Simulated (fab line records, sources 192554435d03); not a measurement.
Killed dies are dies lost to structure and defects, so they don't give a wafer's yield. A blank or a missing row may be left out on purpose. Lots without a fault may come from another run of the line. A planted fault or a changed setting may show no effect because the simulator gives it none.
fab line records | flow n5_finfet | part 1 of 2: steps 1 to 5 of 6
record lots=9 wafers=26 last_day=17
route steps=1938 shown DUMMY_GATE@246 SD_EPI_N@277 BEOL_M4@1111 PASSIVATION@1936
lots that met no fault: from a run of the same line without faults
start_h: hours from the record's first day to the start of the lot's first wafer shown | wait_h: hours since the lot's step before | " the same as in the row above | L1.1+2: a row that stands for several wafers | - no value, or no start given | * or withheld: withheld | < > ~ a bound
route shown NAME@n: a module of which the file shows steps, and the number in the route of the first | usual: mean/standard deviation of fault-free wafers | same: alike in all rows | chamber/n: place in a boat | sites: the reading at each site | _std_site: their standard deviation | _edge_site: outer sites' mean less inner sites' | radius_mm: how far each site lies from the wafer's centre | mask NAME#n: copy n | behind: the tool/chamber that last shaped the wafer | hold: why the lot was held/for how many hours/how that ended | device: the transistor (n, p or np) that didn't switch | end of line: the same wafers' tests at the end of the route | a step without rows: its recipe alone | killed: dies lost to structure and defects at the first sort, not the wafer's yield | map: a wafer's dies, x killed, . not, _ none there
set.NAME: the setting as run; set.NAME@STEP: as run at that earlier step | model.NAME: the simulator's own value behind a step, which no gauge read
steps of the route over a sample of lots; a table a step, a row a wafer
services: from which hour (start_h, from the record's first day; less than 0 if before it) a tool's chamber was out of use, for how many hours, and why
## steps
# step N5_DUMMY_GATE_ETCH_32
# recipe chemistry=CF4 target=SiO2 target_depth_a=35 time_s=3.9 ion_energy_ev=350 pressure_mtorr=10 icp_w=800 bias_w=400 cf4_flow_sccm=80
# usual drypump_motor_current_A=5.79/0.28 he_backside_leak_sccm=2.88/0.28 oes_product_au=1.003/0.027 throttle_valve_pct=21.65/0.29
# columns lot.wafer tool chamber start_h wait_h drypump_motor_current_A he_backside_leak_sccm oes_product_au rf_hours_counter_h throttle_valve_pct
L999.2 rie_si-03 2 53.31 0.1 5.34 2.70 0.994 76 21.59
L999.5 " 0 " " 5.79 3.46 0.966 - 21.42
L101.1 rie_si-01 1 61.28 0.1 5.84 2.47 0.982 106 22.32
L101.4 " 2 " " 6.21 2.63 1.003 156 21.56
L101.6 " 0 " " 5.51 2.94 0.963 - 21.49
L105.2 rie_si-01 1 82.69 0.1 5.84 2.60 0.982 106 22.30
L105.4 " 0 " " 5.53 2.83 0.949 93 21.50
L105.5 " 0 " " 5.50 2.90 0.947 - 21.51
L115.2 rie_si-06 3 142.56 0.1 5.53 2.81 1.054 5 22.00
L115.3 " 1 " " 5.69 3.15 1.029 42 21.45
L115.6 " 0 " " 6.22 2.88 1.026 - 21.93
L116.1 rie_si-03 3 151.76 0.1 5.99 2.80 1.003 58 21.44
L116.3 " 0 " " 5.78 3.30 0.963 112 21.41
L116.6 " 1 " " 5.94 2.59 1.005 - 21.50
L117.2 rie_si-03 2 154.63 0.1 5.32 2.76 0.984 78 21.58
L117.4 " 0 " " 5.76 3.30 0.967 112 21.42
L117.5 " 0 " " 5.77 3.37 0.954 - 21.41
L120.1 rie_si-03 1 174.02 0.1 5.95 2.60 0.994 2 21.47
L120.3 " 2 " " 5.30 2.58 0.996 78 21.57
L120.6 " 2 " " 5.33 2.86 0.993 - 21.57
L121.2 rie_si-03 1 180.49 0.1 5.95 2.68 1.000 2 21.48
L121.3 " 3 " " 5.99 2.97 1.020 59 21.44
L121.5 " 0 " " 5.77 3.41 0.974 - 21.43
L122.1 rie_si-06 2 184.54 0.1 5.49 2.55 1.038 135 21.25
L122.2 " 3 " " 5.54 2.90 1.042 6 21.99
L122.3 " 0 " " 6.22 3.01 1.015 153 21.91
# step N5_DUMMY_GATE_ETCH_23
# recipe chemistry=HBr/Cl2/O2 HBr_flow_sccm=150 Cl2_flow_sccm=80 O2_flow_sccm=12 bias_w=102 target_depth_a=410 time_s=22.3 target=poly-Si mask_material=SiO2 pressure_mtorr=10 icp_w=800
# usual drypump_motor_current_A=5.79/0.28 he_backside_leak_sccm=2.9/0.33 oes_product_au=1.004/0.021 throttle_valve_pct=37.0/0.38
# columns lot.wafer tool chamber start_h wait_h drypump_motor_current_A he_backside_leak_sccm oes_product_au rf_hours_counter_h throttle_valve_pct
L999.2 rie_si-03 2 53.34 0.0 5.32 2.7 0.995 76 36.9
L999.5 " 0 " " 5.77 3.5 0.969 - 36.7
L101.1 rie_si-01 1 61.32 0.0 5.84 2.4 1.002 106 37.8
L101.4 " 2 " " 6.19 2.7 1.001 156 37.0
L101.6 " 0 " " 5.51 2.9 0.970 - 37.1
L105.2 rie_si-01 1 82.72 0.0 5.84 2.4 0.996 106 37.8
L105.4 " 0 " " 5.52 3.0 0.967 93 37.1
L105.5 " 0 " " 5.50 3.0 0.959 - 37.1
L115.2 rie_si-06 3 142.60 0.0 5.54 2.7 1.028 5 37.5
L115.3 " 1 " " 5.67 3.3 1.026 42 36.6
L115.6 " 0 " " 6.24 2.8 1.013 - 37.2
L116.1 rie_si-03 3 151.80 0.0 6.01 2.9 1.007 58 36.8
L116.3 " 0 " " 5.78 3.4 0.986 112 36.7
L116.6 " 1 " " 6.00 2.7 1.003 - 37.4
L117.2 rie_si-03 2 154.67 0.0 5.31 3.1 1.005 78 36.9
L117.4 " 0 " " 5.79 3.4 0.986 112 36.7
L117.5 " 0 " " 5.77 3.5 0.973 - 36.7
L120.1 rie_si-03 1 174.05 0.0 5.93 2.7 1.003 2 37.3
L120.3 " 2 " " 5.34 3.1 0.993 78 36.9
L120.6 " 2 " " 5.33 2.8 0.993 - 36.9
L121.2 rie_si-03 1 180.52 0.0 5.96 2.5 1.013 2 37.3
L121.3 " 3 " " 5.98 2.8 1.025 59 36.8
L121.5 " 0 " " 5.78 3.4 0.983 - 36.7
L122.1 rie_si-06 2 184.57 0.0 5.44 2.3 1.025 135 36.2
L122.2 " 3 " " 5.54 2.8 1.031 6 37.5
L122.3 " 0 " " 6.30 2.9 1.007 153 37.2
# step N5_SD_EPI_N_ETCHBACK_44
# recipe chemistry=CH3F/O2 mode=anisotropic_etchback target=SiNx target_depth_a=145 stop_on=SiO2 over_etch_frac=0.3 ion_energy_ev=120 pressure_mtorr=30 source_w=395 bias_w=73 Ar_flow_sccm=150 CH3F_flow_sccm=30 O2_flow_sccm=20
# usual drypump_motor_current_A=5.6/0.35 oes_f_703_au=0.79/0.085 oes_product_au=0.67/0.074 rf_vpp_V=294/5.6 showerhead_plenum_p_Torr=1.98/0.062 throttle_valve_pct=16.26/0.25
# columns lot.wafer tool chamber start_h wait_h drypump_motor_current_A oes_f_703_au oes_product_au rf_hours_counter_h rf_vpp_V showerhead_plenum_p_Torr throttle_valve_pct
L999.2 rie_diel-01 0 55.49 0.0 5.7 0.78 0.65 168 301 1.90 16.24
L999.5 " 1 " " 5.7 0.93 0.79 - 289 2.06 15.82
L101.1 rie_diel-01 2 64.23 0.0 5.9 0.69 0.58 225 285 2.00 16.55
L101.4 " 1 " " 5.8 0.93 0.78 16 288 2.06 15.82
L101.6 " 3 " " 5.3 0.75 0.64 - 294 2.10 16.38
L105.2 rie_diel-03 1 84.96 0.0 5.1 0.74 0.59 236 280 2.05 16.59
L105.4 " 0 " " 6.4 0.76 0.64 - 288 2.00 16.48
L105.5 " 1 " " 5.1 0.74 0.59 - 281 2.05 16.58
L115.2 rie_diel-04 0 144.66 0.0 6.0 0.72 0.62 220 300 1.96 16.36
L115.3 " 2 " " 5.5 0.82 0.72 47 297 1.94 15.99
L115.6 " 1 " " 5.4 0.93 0.79 - 297 1.95 16.14
L116.1 rie_diel-01 2 153.63 0.0 5.9 1.01 0.85 0 289 1.99 16.14
L116.3 " 0 " " 5.8 0.75 0.62 203 301 1.89 16.35
L116.6 " 1 " " 5.7 0.87 0.72 - 290 2.05 15.89
L117.2 rie_diel-01 2 156.50 0.0 5.9 0.99 0.84 1 288 1.99 16.15
L117.4 " 3 " " 5.3 0.72 0.60 180 295 2.09 16.44
L117.5 " 1 " " 5.7 0.87 0.72 - 291 2.05 15.88
L120.1 rie_diel-04 3 176.98 0.0 4.9 0.75 0.66 166 287 1.91 16.42
L120.3 " 2 " " 5.5 0.81 0.70 58 298 1.94 16.01
L120.6 " 0 " " 6.1 0.71 0.61 - 299 1.96 16.36
L121.2 rie_diel-01 0 182.65 0.0 5.7 0.74 0.62 214 301 1.89 16.34
L121.3 " 1 " " 5.8 0.85 0.71 62 290 2.04 15.92
L121.5 " 3 " " 5.3 0.72 0.60 - 295 2.08 16.45
L122.1 rie_diel-04 2 187.30 0.0 5.5 0.80 0.70 61 299 1.94 16.02
L122.2 " 0 " " 6.0 0.71 0.61 234 298 1.95 16.38
L122.3 " 3 " " 5.0 0.75 0.66 169 289 1.91 16.43
# step N5_SD_EPI_N_SD_RECESS_17
# recipe chemistry=HBr/Cl2/O2 target_depth_a=410 mask_material=SOC time_s=23.7 bt_time_s=3 pressure_mtorr=10 icp_w=800 bias_w=112 HBr_flow_sccm=150 Cl2_flow_sccm=80 O2_flow_sccm=12
# usual HBr_flow_sccm=150.0/0.46 O2_flow_sccm=12.00/0.031 drypump_motor_current_A=5.5/0.4 he_backside_leak_sccm=2.81/0.28 oes_product_au=1.005/0.018 throttle_valve_pct=37.1/0.34
# columns lot.wafer tool chamber start_h wait_h HBr_flow_sccm O2_flow_sccm drypump_motor_current_A he_backside_leak_sccm oes_product_au rf_hours_counter_h throttle_valve_pct
L999.2 rie_si-04 3 55.76 0.0 149.9 12.03 5.7 3.12 1.009 71 37.2
L999.5 " 0 " " 151.1 11.98 5.4 3.09 1.036 - 37.3
L101.1 rie_si-04 2 64.50 0.0 150.2 11.96 6.4 2.91 0.989 51 36.8
L101.4 " 0 " " 149.4 12.03 5.4 3.16 1.041 126 37.3
L101.6 " 1 " " 149.6 12.03 5.1 2.46 1.018 - 37.4
L105.2 rie_si-05 3 85.23 0.0 150.5 12.01 5.1 3.00 1.022 167 37.1
L105.4 " 2 " " 150.6 12.04 5.5 2.72 1.006 124 36.9
L105.5 " 3 " " 149.8 12.06 5.1 3.01 1.020 - 37.0
L115.2 rie_si-05 2 144.93 0.0 - - - - - - -
L115.3 " 3 " " - - - - - - -
L115.6 " 2 " " - - - - - - -
L116.1 rie_si-04 1 153.90 0.0 - - - - - - -
L116.3 " 3 " " - - - - - - -
L116.6 " 3 " " - - - - - - -
L117.2 rie_si-02 0 156.77 0.0 - - - - - - -
L117.4 " 2 " " - - - - - - -
L117.5 " 0 " " - - - - - - -
L120.1 rie_si-05 3 177.26 0.0 150.3 12.03 5.1 3.06 1.020 169 37.1
L120.3 " 1 " " 149.9 11.97 5.0 2.99 0.989 112 36.7
L120.6 " 0 " " 150.1 12.02 5.8 2.69 0.989 - 36.3
L121.2 rie_si-04 1 182.93 0.0 150.0 12.01 5.1 2.47 1.014 37 37.4
L121.3 " 3 " " 149.8 11.99 5.7 2.94 1.009 74 37.2
L121.5 " 0 " " 149.9 12.01 5.4 3.01 1.031 - 37.3
L122.1 rie_si-05 0 187.57 0.0 149.4 12.04 5.8 2.64 0.989 133 36.3
L122.2 " 1 " " 149.8 12.00 5.0 2.88 0.990 112 36.7
L122.3 " 2 " " 150.2 12.01 5.6 2.79 1.007 126 36.9
# step N5_BEOL_M4_RC_MEAS_101
# usual CJ_N=4.34/0.1 DIBL_N=36.2/2 DIBL_P=36.1/2.4 IOFF_N=0.16/0.035 IOFF_N_85C=3.1/0.58 IOFF_N_LIN=0.073/0.014 IOFF_N_LONG=5.57e-05/2.6e-06 IOFF_P=0.22/0.041 ION_N=675/14 ION_P=465/8.6 REXT_N=75.8/1.8 SS_N=71.5/0.64 SS_P=73.2/0.76 VT_N=250/3.9 VT_N_LVT=100/3.9 VT_P=-249/3.4
# columns lot.wafer tool chamber start_h wait_h CJ_N DIBL_N[mV/V] DIBL_P[mV/V] IOFF_N[nA/um] IOFF_N_85C[nA/um] IOFF_N_LIN[nA/um] IOFF_N_LONG[nA/um] IOFF_P[nA/um] ION_N[uA/um] ION_P[uA/um] REXT_N[ohm.um] SS_N[mV/dec] SS_P[mV/dec] VT_N[mV] VT_N_LVT[mV] VT_P[mV]
L999.2 prober-02 0 175.05 0.2 4.43 38.0 37.1 0.19 3.7 0.090 5.77e-05 0.23 692 470 74.7 72.1 73.5 247 95 -248
L999.5 " 0 " " 4.42 38.1 37.0 0.19 3.7 0.089 5.8e-05 0.22 686 465 74.8 71.9 73.8 249 96 -252
L101.1 prober-01 0 177.80 0.0 4.30 36.6 36.9 0.16 3.1 0.074 5.66e-05 0.21 677 460 76.6 71.8 72.8 248 97 -249
L101.4 " 0 " " 4.43 35.3 34.8 0.14 2.8 0.068 5.81e-05 0.18 687 471 75.5 70.9 72.4 249 98 -251
L101.6 " 0 " " 4.35 35.0 34.3 0.13 2.7 0.065 5.75e-05 0.19 670 463 76.9 71.4 72.1 249 100 -249
L105.2 prober-01 0 206.14 0.2 4.44 34.8 34.5 0.13 2.8 0.065 5.92e-05 0.20 665 456 74.3 71.7 72.6 248 101 -251
L105.4 " 0 " " 4.41 35.7 36.2 0.16 3.1 0.075 5.92e-05 0.22 680 470 75.5 71.5 73.6 248 98 -246
L105.5 " 0 " " 4.40 35.7 36.0 0.16 3.1 0.075 5.9e-05 0.23 675 476 75.3 71.6 72.8 249 98 -249
L115.2 prober-01 0 264.40 0.2 2.53 25.2 33.2 0.02 0.5 0.013 4.95e-05 0.17 265 450 116.5 69.4 71.7 294 147 -250
L115.3 " 0 " " 2.53 27.8 37.2 0.03 0.7 0.017 4.96e-05 0.23 273 472 116.2 69.9 72.4 288 141 -246
L115.6 " 0 " " 2.52 23.9 31.7 0.02 0.5 0.011 4.96e-05 0.16 264 453 116.2 69.4 71.6 294 147 -251
L117.2 prober-01 0 272.26 0.2 2.53 28.8 38.9 0.03 0.8 0.019 4.63e-05 0.20 274 458 114.9 70.4 73.8 287 139 -255
L117.4 " 0 " " 2.55 28.2 38.3 0.03 0.8 0.018 4.65e-05 0.20 275 470 112.6 70.3 73.7 287 140 -251
L117.5 " 0 " " 2.56 28.9 38.6 0.03 0.8 0.020 4.69e-05 0.21 277 465 111.9 70.7 73.9 290 137 -250
L116.1 prober-02 0 272.29 0.0 2.52 26.1 33.2 0.02 0.6 0.015 5.02e-05 0.18 272 466 114.8 69.5 72.7 290 140 -251
L116.3 " 0 " " 2.52 29.8 37.5 0.04 0.9 0.021 4.94e-05 0.24 275 463 116.8 70.6 74.4 286 136 -247
L116.6 " 0 " " 2.51 32.0 40.7 0.04 1.0 0.025 4.95e-05 0.28 286 472 117.1 70.6 74.0 281 134 -247
L120.1 prober-02 0 295.93 0.0 4.38 35.1 34.5 0.12 2.4 0.057 4.93e-05 0.15 673 450 75.8 70.5 73.3 255 105 -255
L120.3 " 0 " " 4.40 39.0 38.9 0.17 3.2 0.073 4.95e-05 0.20 664 453 76.2 72.7 74.4 254 102 -252
L120.6 " 0 " " 4.30 39.5 40.1 0.18 3.4 0.076 4.85e-05 0.21 679 456 77.0 72.6 73.8 256 103 -253
L121.2 prober-01 0 298.72 0.2 4.31 36.4 34.9 0.14 2.7 0.066 5.59e-05 0.19 669 456 78.0 71.8 72.9 253 102 -251
L121.3 " 0 " " 4.37 37.7 37.5 0.19 3.5 0.086 5.57e-05 0.22 682 464 77.7 71.5 74.7 247 98 -251
L121.5 " 0 " " 4.50 38.0 37.4 0.18 3.4 0.080 5.66e-05 0.24 678 461 77.6 72.2 74.3 250 98 -246
L122.1 prober-01 0 314.81 0.0 4.33 36.4 36.3 0.15 2.8 0.064 5.09e-05 0.18 654 446 76.6 71.6 73.3 257 105 -255
L122.2 " 0 " " 4.32 36.0 36.5 0.14 2.8 0.065 5.18e-05 0.18 671 454 76.9 71.5 73.3 254 104 -254
L122.3 " 0 " " 4.34 33.9 33.8 0.12 2.5 0.058 5.18e-05 0.16 669 458 75.1 70.8 71.7 254 104 -256
## key
first_sign step=N5_SD_EPI_N_SD_RECESS_17 reading=tool_record direction=missing
effect step=N5_BEOL_M4_RC_MEAS_101 reading=ION_N direction=down sigmas=29 usual=675 struck=273
effect step=N5_BEOL_M4_RC_MEAS_101 reading=REXT_N direction=up sigmas=22 usual=75.8 struck=115.2
effect step=N5_BEOL_M4_RC_MEAS_101 reading=CJ_N direction=down sigmas=18 usual=4.34 struck=2.53
effect step=N5_BEOL_M4_RC_MEAS_101 reading=VT_N_LVT direction=up sigmas=10 usual=100 struck=140
effect step=N5_BEOL_M4_RC_MEAS_101 reading=VT_N direction=up sigmas=9.9 usual=250 struck=288
effect step=N5_BEOL_M4_RC_MEAS_101 reading=DIBL_N direction=down sigmas=4.2 usual=36.2 struck=27.9
effect step=N5_BEOL_M4_RC_MEAS_101 reading=IOFF_N_LIN direction=down sigmas=4 usual=0.073 struck=0.018
effect step=N5_BEOL_M4_RC_MEAS_101 reading=IOFF_N_85C direction=down sigmas=4 usual=3.1 struck=0.7
effect step=N5_BEOL_M4_RC_MEAS_101 reading=IOFF_N direction=down sigmas=3.6 usual=0.16 struck=0.03
effect step=N5_BEOL_M4_RC_MEAS_101 reading=IOFF_N_LONG direction=down sigmas=2.7 usual=5.57e-05 struck=4.86e-05
effect step=N5_BEOL_M4_RC_MEAS_101 reading=SS_N direction=down sigmas=2.2 usual=71.5 struck=70.1 wafers_moved=8
effect step=N5_PASSIVATION_PROBE_49 reading=sort_bin_8_speed direction=up sigmas=99+ usual=0.01 struck=90.34
met_at N5_SD_EPI_N_SD_RECESS_17
struck_lots L115,L116,L117
baseline_loss step=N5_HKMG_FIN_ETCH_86 wafers=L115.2
not_acting_at N5_DUMMY_GATE_ETCH_32,N5_DUMMY_GATE_ETCH_23,N5_SD_EPI_N_ETCHBACK_44
onset_between 85.23 144.93
fault kind=skipped_step_whole tool=rie_si-02,rie_si-04,rie_si-05 chamber=- onset_h=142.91 steps=N5_SD_EPI_N_SD_RECESS_17 scope=struck_lots_only
# baseline_loss: these wafers lose ten dies or more at that step, a loss of the line's own and not of a fault; the sort's usual values leave them out
